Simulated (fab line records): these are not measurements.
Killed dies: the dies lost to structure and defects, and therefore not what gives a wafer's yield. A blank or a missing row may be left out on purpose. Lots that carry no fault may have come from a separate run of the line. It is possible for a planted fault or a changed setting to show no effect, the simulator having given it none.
Comparing a struck lot with a sound one -- flow n5-finfet -- 15 steps out of a route of 1938
Sound: these wafers, L878.2, L878.3, L878.5. Struck: wafer L890.5 (left out: L890.3, L890.6 of the same lot, which were not struck); the cause appears at the end.
Each step with rows lists, per side, the tool, then ch with its chambers, then its first start. Under that, the readings that differ: sound wafers -- struck wafers -- difference of the means -- sigmas: that difference in standard deviations of wafers without a fault.
alike: words and numbers the same on both sides, and readings whose means are apart by under 2 such deviations; not compared: readings that were withheld, readings missing a value for some wafer, numbers with overlapping values and no deviation given by the record, and bounds like >300 which may hide the same value.
A row with sigmas, a row that says differs or no value, or rows on one side alone: a step with any of these is where the two part. Numbers that have no deviation but don't overlap get no sigmas and don't part them. A reading that every wafer of one side lacks parts them only if that side has two wafers or more.

first, 8 steps without rows for these wafers: N5_BEOL_M12_COAT_58 (time 60 s, resist thk 89 nm); N5_BEOL_M12_COAT_04 (resist thk 400 nm); N5_BEOL_M12_EBR_06; N5_BEOL_M12_SOFTBAKE_05 (time 60 s); N5_BEOL_M12_EXPOSE_07 (exposes mask V11); N5_BEOL_M12_PEB_08 (peb time 90 s); N5_BEOL_M12_DEVELOP_09 (develop time 45 s); N5_BEOL_M12_HARDBAKE_14 (time 120 s).
N5_BEOL_M12_CD_MEAS_10: the cd target is 140 nm.
  sound on cd-sem-03 ch 0, day 10 13:52; struck on cd-sem-01 ch 0, day 13 12:23
  alike: cd-nm
N5_BEOL_M12_OVL_MEAS_11:
  sound on overlay-01 ch 0, day 10 13:54; struck on overlay-01 ch 0, day 13 12:25
  alike: V11_OVL
N5_BEOL_M12_INSPECT_12: inspects for defects (macro).
  struck on defect-inspect-02, day 13 12:26; sound on defect-inspect-01, day 10 13:55
  alike: raw-defect-count
N5_BEOL_M12_DESCUM_15: chemistry O2, time 7.9 s.
  sound on rie-diel-06 ch 0,2, day 10 13:58; struck on rie-diel-06 ch 2, day 13 12:41
  alike: drypump-motor-current-A, oes-product-au, rf-vpp-V, showerhead-plenum-p-Torr, throttle-valve-pct
  not compared: rf-hours-counter-h
N5_BEOL_M12_ETCH_59: etches BARC in N2/H2, target depth 89 nm, overetch 26.7 nm, time 67.9 s.
  sound on rie-diel-06 ch 0,2, day 10 13:59; struck on rie-diel-06 ch 2, day 13 12:43
reading,sound,struck,difference,sigmas
bias-w (W),149.8 150.5 149.6,122.1,-27.9,-59
rf-vpp-V (V),523.6 522.7 524.1,457.7,-65.8,-23
model.coat_of_BEOL_M12_COAT_04.thk-nm (nm),314 316 315,320.6,+5.6,
  alike: drypump-motor-current-A, oes-product-au, showerhead-plenum-p-Torr, throttle-valve-pct
  not compared: rf-hours-counter-h
N5_BEOL_M12_VIA_ETCH_16: etches SiOC in C4F8/O2/Ar, target depth 724.8 nm.
  sound on rie-diel-06 ch 0,2, day 10 14:02; struck on rie-diel-06 ch 2, day 13 12:46
  alike: bias-w, drypump-motor-current-A, he-inner-torr, he-outer-torr, oes-product-au, rf-vpp-V, showerhead-plenum-p-Torr, throttle-valve-pct
N5_PASSIVATION_PROBE_49:
  record: rows for the struck wafers here (prober-01, day 15 01:42), none for the sound ones

== WHERE THEY PART ==
First at N5_BEOL_M12_ETCH_59; last, within this record, at N5_PASSIVATION_PROBE_49.

WHY: whatever the simulator had introduced
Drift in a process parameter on rie-diel-06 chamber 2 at N5_BEOL_M12_ETCH_59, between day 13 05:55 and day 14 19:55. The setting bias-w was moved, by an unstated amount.
